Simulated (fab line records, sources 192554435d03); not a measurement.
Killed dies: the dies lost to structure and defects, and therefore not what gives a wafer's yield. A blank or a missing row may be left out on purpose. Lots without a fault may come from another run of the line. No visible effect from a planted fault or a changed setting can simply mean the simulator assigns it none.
Matching of chambers ; flow n5-finfet ; 4 sister chambers for N5_BEOL_M9_CMP_52 on cmp-02
The step polishes, stops on SiCOH lowk, t overpolish 7 s, target thk 140 nm. 4 wafers are shown with their chamber, then 8 later ones without.

EACH WAFER AND ITS CHAMBER
wafer;chamber;motor-current-A (A)
L139.3;1;6.1
L146.1;3;6.5
L155.1;2;6.8
L156.2;0;7.2

WAFERS WITHOUT THEIR CHAMBER
wafer;motor-current-A (A)
L156.4;7.2
L156.6;6.3
L159.3;6.4
L159.5;6.0
L159.6;7.2
L160.1;6.0
L160.4;6.3
L160.6;6.5

THE CHAMBER EACH PASSED THROUGH
wafer;from the rows above;in truth
L156.4;0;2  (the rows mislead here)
L156.6;can't be placed: 1 or 3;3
L159.3;can't be placed: 3 or 1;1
L159.5;1;1
L159.6;0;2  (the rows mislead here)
L160.1;1;1
L160.4;can't be placed: 1 or 3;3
L160.6;3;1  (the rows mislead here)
Correct placement for 2 of the 8. Not placeable from these rows: 3 (in 3, the candidates include the true chamber). Number placed wrongly: 3.
How it was worked out, from the rows above alone: a wafer's distance from a chamber is the root of the sum, over the readings, of the square of ((its reading less the chamber's mean) divided by the reading's scatter). If the next closest chamber is less than 2 further off than the closest, the wafer can't be placed; otherwise it belongs to the closest. For every chamber, the mean is computed from those of its wafers that are shown. The scatter: with one shown wafer a chamber, the root of the mean of the squares of how far each hidden wafer lies from its nearest shown one.
